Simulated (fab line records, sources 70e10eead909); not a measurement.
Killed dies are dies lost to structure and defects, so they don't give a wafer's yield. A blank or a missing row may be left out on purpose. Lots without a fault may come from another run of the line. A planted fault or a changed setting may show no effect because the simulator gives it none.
Which tool did it? | flow nand_harc | 6 lots, 18 wafers sampled, at 2 steps of a route of 1302

WHAT THE GAUGES READ, wafer by wafer
NHARC_A_SLIT_CD_MEAS_21.
lot  | measured     | on        | cd_nm (nm)
L114 | day 22 09:49 | cd_sem-02 | 290.0 289.4 290.2
L119 | day 24 10:19 | cd_sem-03 | 288.8 288.9 290.4
L124 | day 26 05:01 | cd_sem-03 | 290.1 290.3 291.1
L128 | day 28 00:28 | cd_sem-01 | 289.0 290.6 288.6
L129 | day 28 04:15 | cd_sem-01 | 290.8 291.0 290.1
L130 | day 28 19:28 | cd_sem-03 | 289.4 288.8 289.5

WHICH TOOL RAN EACH LOT (tool, then ch and the chambers of the sampled wafers, then the start)
lot  | NHARC_A_SLIT_STRIP_18
L114 | rie_diel-08 ch 0,2, day 22 09:49 or earlier
L119 | rie_diel-08 ch 0,1,2, day 24 10:19 or earlier
L124 | rie_diel-06 ch 0,1,3, day 26 05:01 or earlier
L128 | rie_diel-08 ch 1,2,3, day 28 00:28 or earlier
L129 | rie_diel-11 ch 0,2, day 28 04:15 or earlier
L130 | rie_diel-11 ch 1,3, day 28 19:28 or earlier
- NHARC_A_SLIT_STRIP_18: strips in O2.

THE ANSWER, worked out from the rows above alone
Rule: what is usual is taken from the lots themselves. Put in order of their means at a reading, lots are off if they are a third of the lots or fewer, leave a main group of 4 or more, and stand apart from it by a gap of 3 or more times the standard deviation of the main group's means; of several such gaps the widest counts. A main group whose means are all the same, to the digits that the tables above print for the reading, isn't used. A lot without any number at a reading at which 4 lots or more have one is off too. The other lots that the step has rows for count as sound.
No lot is off at any reading shown: from this, nothing can be told.

WHAT THE SIMULATOR HAD PUT IN
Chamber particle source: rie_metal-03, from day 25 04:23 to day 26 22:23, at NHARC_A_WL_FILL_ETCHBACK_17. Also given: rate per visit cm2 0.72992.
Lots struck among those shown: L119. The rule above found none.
